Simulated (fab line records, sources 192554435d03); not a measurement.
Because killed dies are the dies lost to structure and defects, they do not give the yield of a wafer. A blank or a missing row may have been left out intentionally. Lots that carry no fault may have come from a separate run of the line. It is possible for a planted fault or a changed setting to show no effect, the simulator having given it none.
Chamber matching | flow n5-finfet | 4 sister chambers for N5_BEOL_M2_ETCH_63 on rie-diel-01
The step etches SiARC in CF4, target depth 15.6 nm, time 26 s. 18 wafers are shown with their chamber, then 9 later ones without.

EACH WAFER AND ITS CHAMBER
wafer  | chamber | drypump-motor-current-A (A) | showerhead-plenum-p-Torr (Torr) | throttle-valve-pct (%)
L074.3 | 0       | 5.2                         | 2.20                            | 15.72
L074.4 | 1       | 6.1                         | 2.06                            | 15.82
L074.5 | 3       | 6.6                         | 2.20                            | 15.35
L076.1 | 0       | 5.2                         | 2.20                            | 15.76
L076.2 | 1       | 6.0                         | 2.06                            | 15.82
L076.3 | 3       | 6.6                         | 2.20                            | 15.35
L076.4 | 2       | 5.3                         | 2.16                            | 15.25
L076.5 | 0       | 5.2                         | 2.19                            | 15.76
L076.6 | 1       | 6.0                         | 2.05                            | 15.82
L083.1 | 0       | 5.2                         | 2.19                            | 15.77
L083.2 | 3       | 6.6                         | 2.20                            | 15.38
L083.5 | 0       | 5.2                         | 2.19                            | 15.78
L088.1 | 1       | 6.0                         | 2.05                            | 15.87
L088.2 | 0       | 5.2                         | 2.19                            | 15.79
L088.3 | 2       | 5.3                         | 2.16                            | 15.27
L091.1 | 0       | 5.2                         | 2.19                            | 15.81
L091.3 | 3       | 6.5                         | 2.19                            | 15.39
L091.6 | 1       | 6.0                         | 2.05                            | 15.87

SIGNATURES (averages over the wafers above)
reading                  | chamber 0 | chamber 1 | chamber 2 | chamber 3 | scatter within a chamber
drypump-motor-current-A  | 5.200     | 6.020     | 5.300     | 6.575     | 0.0333
showerhead-plenum-p-Torr | 2.1929    | 2.0540    | 2.1600    | 2.1975    | 0.00491
throttle-valve-pct       | 15.7700   | 15.8400   | 15.2600   | 15.3675   | 0.0257
Rule: for a wafer and a chamber, the distance is found by dividing, reading by reading, the gap between the wafer's reading and the chamber's mean by the reading's scatter, squaring, summing and taking the root. If the next closest chamber is less than 2 further off than the closest, the wafer can't be placed; otherwise it belongs to the closest. The scatter: the root of (the sum of the squares of (reading less its chamber's mean) over the shown wafers, divided by (wafers less chambers)).

WAFERS WITH NO CHAMBER GIVEN
wafer  | drypump-motor-current-A (A) | showerhead-plenum-p-Torr (Torr) | throttle-valve-pct (%)
L094.1 | 6.6                         | 2.19                            | 15.42
L094.4 | 6.6                         | 2.19                            | 15.43
L094.5 | 6.6                         | 2.19                            | 15.43
L096.1 | 6.6                         | 2.19                            | 15.42
L096.3 | 6.0                         | 2.04                            | 15.92
L096.6 | 5.3                         | 2.15                            | 15.32
L097.2 | 6.6                         | 2.18                            | 15.43
L097.3 | 5.3                         | 2.15                            | 15.30
L097.5 | 6.0                         | 2.04                            | 15.91

THE CHAMBER EACH PASSED THROUGH
wafer  | from the rows above | in truth
L094.1 | 3                   | 3
L094.4 | 3                   | 3
L094.5 | 3                   | 3
L096.1 | 3                   | 3
L096.3 | 1                   | 1
L096.6 | 2                   | 2
L097.2 | 3                   | 3
L097.3 | 2                   | 2
L097.5 | 1                   | 1
Correctly placed: 9 of 9. Can't be placed from these rows: 0. Placed wrongly: 0.
